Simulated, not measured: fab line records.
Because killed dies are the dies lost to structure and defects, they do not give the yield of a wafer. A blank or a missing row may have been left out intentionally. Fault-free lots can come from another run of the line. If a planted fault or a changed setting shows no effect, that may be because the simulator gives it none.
Matching of chambers | flow n5 finfet | rie diel-02 running N5_DUMMY_GATE_ETCH_31: 4 sister chambers
The step etches SiO2 in C4F6/O2, target depth 82.5 nm, time 27.5 s. 14 wafers are shown with their chamber, then 7 later ones without.

== EACH WAFER AND ITS CHAMBER ==
wafer  | chamber | showerhead plenum p Torr (Torr) | rf vpp V (V) | throttle valve pct (%)
L077.4 | 1       | 2.85                            | 668          | 21.16
L077.5 | 1       | 2.85                            | 668          | 21.15
L077.6 | 0       | 2.76                            | 697          | 20.99
L078.1 | 1       | 2.85                            | 670          | 21.16
L078.2 | 0       | 2.76                            | 698          | 20.98
L078.4 | 2       | 2.97                            | 679          | 20.92
L080.2 | 0       | 2.76                            | 698          | 20.98
L080.5 | 2       | 2.97                            | 680          | 20.95
L080.6 | 3       | 2.85                            | 634          | 21.50
L081.2 | 0       | 2.76                            | 697          | 20.99
L081.4 | 2       | 2.97                            | 680          | 20.94
L081.6 | 3       | 2.85                            | 634          | 21.50
L085.2 | 3       | 2.85                            | 633          | 21.51
L085.4 | 1       | 2.84                            | 668          | 21.18

SIGNATURES (means of the wafers above)
reading                  | chamber 0 | chamber 1 | chamber 2 | chamber 3 | scatter within a chamber
showerhead plenum p Torr | 2.7600    | 2.8475    | 2.9700    | 2.8500    | 0.00274
rf vpp V                 | 697.50    | 668.50    | 679.67    | 633.67    | 0.73
throttle valve pct       | 20.9850   | 21.1625   | 20.9367   | 21.5033   | 0.0105
Rule: distance of a wafer from a chamber = root of the sum over the readings of ((wafer's reading minus chamber's mean) / reading's scatter) squared. If the next closest chamber is less than 2 further off than the closest, the wafer can't be placed; otherwise it belongs to the closest. The scatter: take each reading less its chamber's mean, square it, sum over the shown wafers, divide by the number of wafers less the number of chambers, and take the root.

== WAFERS MISSING THEIR CHAMBER ==
wafer  | showerhead plenum p Torr (Torr) | rf vpp V (V) | throttle valve pct (%)
L085.5 | 2.76                            | 699          | 21.01
L090.2 | 2.84                            | 668          | 21.20
L090.3 | 2.76                            | 697          | 21.01
L090.6 | 2.97                            | 680          | 20.96
L096.1 | 2.84                            | 634          | 21.55
L096.3 | 2.83                            | 669          | 21.23
L096.6 | 2.84                            | 633          | 21.55

== WHICH CHAMBER EACH WENT THROUGH ==
wafer  | from the rows above | in truth
L085.5 | 0                   | 0
L090.2 | 1                   | 1
L090.3 | 0                   | 0
L090.6 | 2                   | 2
L096.1 | 3                   | 3
L096.3 | 1                   | 1
L096.6 | 3                   | 3
7 of 7 placed correctly. Can't be placed from these rows: 0. Placed wrongly: 0.
